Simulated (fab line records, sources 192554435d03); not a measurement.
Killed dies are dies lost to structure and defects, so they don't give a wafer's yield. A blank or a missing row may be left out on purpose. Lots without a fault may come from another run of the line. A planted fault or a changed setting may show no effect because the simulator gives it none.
Problem report in the 8D (eight disciplines) form, filled by code | flow n5_finfet | the parts of the form that need people (team, actions taken, sign-off) are left out

1. THE PROBLEM
barrier_field_endpoint_s at N5_BEOL_M4_CMP_52 reads a mean of 13.1 s on 1 wafer of 1 lot; wafers without a fault read 24.5 s with a standard deviation of 0.76. That is -15 standard deviations from the usual mean.
The step: polishes, stops on SiOC, t overpolish 6.8 s, target thk 40 nm.
First seen on wafer L451.1, day 11 14:27, on cmp-02. The record holds 15 wafers of 5 lots with a number at this step. Rule for "out", or "out of limits": more than 4 standard deviations from the usual mean. The other wafers with a number count as sound.

2. WHAT IT IS AND WHAT IT IS NOT
question                    | is                                           | is not
which readings at this step | barrier_field_endpoint_s, time_to_endpoint_s | motor_current_A, pad_life_wafers
which lots                  | L451                                         | L438, L449, L458, L459
which wafers of those lots  | L451.1                                       | L451.2, L451.3
read on which tools         | cmp-02                                       | cmp-03
when                        | from day 11 14:27                            | up to then (8 sound wafers); but 6 sound wafers of L458, L459 came after

3. SUSPECTS, AND WHAT RULES EACH OUT
Counting: a tool at a process step up to the reading stays a suspect if it ran every lot that is out. Sound lots after the first of them don't rule it out here, since some wafers of a struck lot are sound.
- pvd_sputter-03 at N5_BEOL_M4_ANNEAL_91 (time 240 s): kept. It ran the lot that is out, L451 (day 11 13:20).
- pvd_sputter-03 at N5_BEOL_M4_SPUTTER_94 (material Cu, target thk 4.5 nm, time 8.29 s): kept. It ran the lot that is out, L451 (day 11 13:42).
- pvd_sputter-03 at N5_BEOL_M4_ANNEAL_95 (time 240 s): kept. It ran the lot that is out, L451 (day 11 13:47).
- pvd_sputter-03 at N5_BEOL_M4_SPUTTER_96 (material Cu, target thk 4.5 nm, time 8.29 s): kept. It ran the lot that is out, L451 (day 11 13:55).
- rtp_anneal-02 at N5_BEOL_M4_ANNEAL_51 (time 90 s): kept. It ran the lot that is out, L451 (day 11 14:07).
- cmp-02 at N5_BEOL_M4_CMP_52 (polishes, stops on SiOC, t overpolish 6.8 s, target thk 40 nm): kept. It ran the lot that is out, L451 (day 11 14:27); its last sound lot up to then is L449 (day 11 07:44). Its own readings are out on those wafers: barrier_field_endpoint_s, time_to_endpoint_s.
- Within cmp-02 at N5_BEOL_M4_CMP_52: the wafers that are out ran in chamber 0; their sound lot-mates ran in chambers 1, 3.
Left after counting: pvd_sputter-03 at N5_BEOL_M4_ANNEAL_91, pvd_sputter-03 at N5_BEOL_M4_SPUTTER_94, pvd_sputter-03 at N5_BEOL_M4_ANNEAL_95, pvd_sputter-03 at N5_BEOL_M4_SPUTTER_96, rtp_anneal-02 at N5_BEOL_M4_ANNEAL_51, cmp-02 at N5_BEOL_M4_CMP_52.

4. THE CAUSE (what the simulator had put in)
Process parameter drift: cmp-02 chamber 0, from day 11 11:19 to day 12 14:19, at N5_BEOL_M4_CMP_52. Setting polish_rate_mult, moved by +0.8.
Counting left 6 suspects, and this tool is among them.

5. THE CHAIN OF EFFECTS, in route order
Each row: a reading whose mean over the struck wafers that have a number lies more than 3 standard deviations from the usual. Only readings for which the record gives a usual standard deviation are gone through. hours: the time from each lot's start at the first step in this table that gives one to its start at this step, as a median over the lots. sigmas: the change in usual standard deviations.
hours | step              | reading                  | usual  | on struck wafers | change | sigmas
0     | N5_BEOL_M4_CMP_52 | barrier_field_endpoint_s | 24.5 s | 13.1             | -11.4  | -15
0     | N5_BEOL_M4_CMP_52 | time_to_endpoint_s       | 62 s   | 33               | -29    | -7.6
The process steps in it:
- N5_BEOL_M4_CMP_52: polishes, stops on SiOC, t overpolish 6.8 s, target thk 40 nm.

6. WHAT WOULD HAVE CAUGHT IT SOONER
In this record the first reading out of limits was taken at day 11 14:27, 3 hours after the fault began at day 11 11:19.
